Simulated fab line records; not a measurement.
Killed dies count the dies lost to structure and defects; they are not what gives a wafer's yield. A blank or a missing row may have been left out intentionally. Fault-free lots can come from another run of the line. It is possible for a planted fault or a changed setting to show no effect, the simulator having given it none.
Chamber matching | flow n5 finfet | 3 sister chambers for N5_BEOL_M5_CURE_80 on uv cure-02
The step cures SiCOH lowk, time 120 s. 3 wafers are shown with their chamber, then 9 later ones without.

== WAFERS WITH THEIR CHAMBER ==
wafer  | chamber | wafer_temp_C_max
L957.6 | 1       | 371.3
L958.6 | 0       | 371.8
L964.4 | 2       | 372.0

== WAFERS WHOSE CHAMBER IS MISSING ==
wafer  | wafer_temp_C_max
L966.1 | 371.4
L966.2 | 372.5
L966.5 | 371.4
L965.1 | 372.4
L965.2 | 372.1
L965.6 | 371.4
L967.4 | 371.5
L967.5 | 371.3
L967.6 | 371.2

== WHICH CHAMBER EACH WENT THROUGH ==
wafer  | from the rows above          | in truth
L966.1 | can't be placed: 1 or 0      | 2
L966.2 | can't be placed: 2 or 0      | 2
L966.5 | can't be placed: 1 or 0      | 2
L965.1 | can't be placed: 2 or 0      | 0
L965.2 | can't be placed: 2 or 0      | 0
L965.6 | can't be placed: 1 or 0      | 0
L967.4 | can't be placed: 1 or 0 or 2 | 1
L967.5 | 1                            | 1
L967.6 | 1                            | 1
Placed correctly: 2 of 9. Unplaceable from these rows: 7, with the true chamber sitting among the candidates in 5. Wrongly placed: 0.
How it was worked out, from the rows above alone: a wafer's distance from a chamber is the root of the sum, over the readings, of the square of ((its reading less the chamber's mean) divided by the reading's scatter). The wafer belongs to the nearest chamber; if the next one is less than 2 further off, it can't be placed. The mean given for a chamber averages the wafers shown for that chamber. The scatter: root of mean squared gap, hidden wafer to nearest shown wafer, with one shown wafer a chamber.
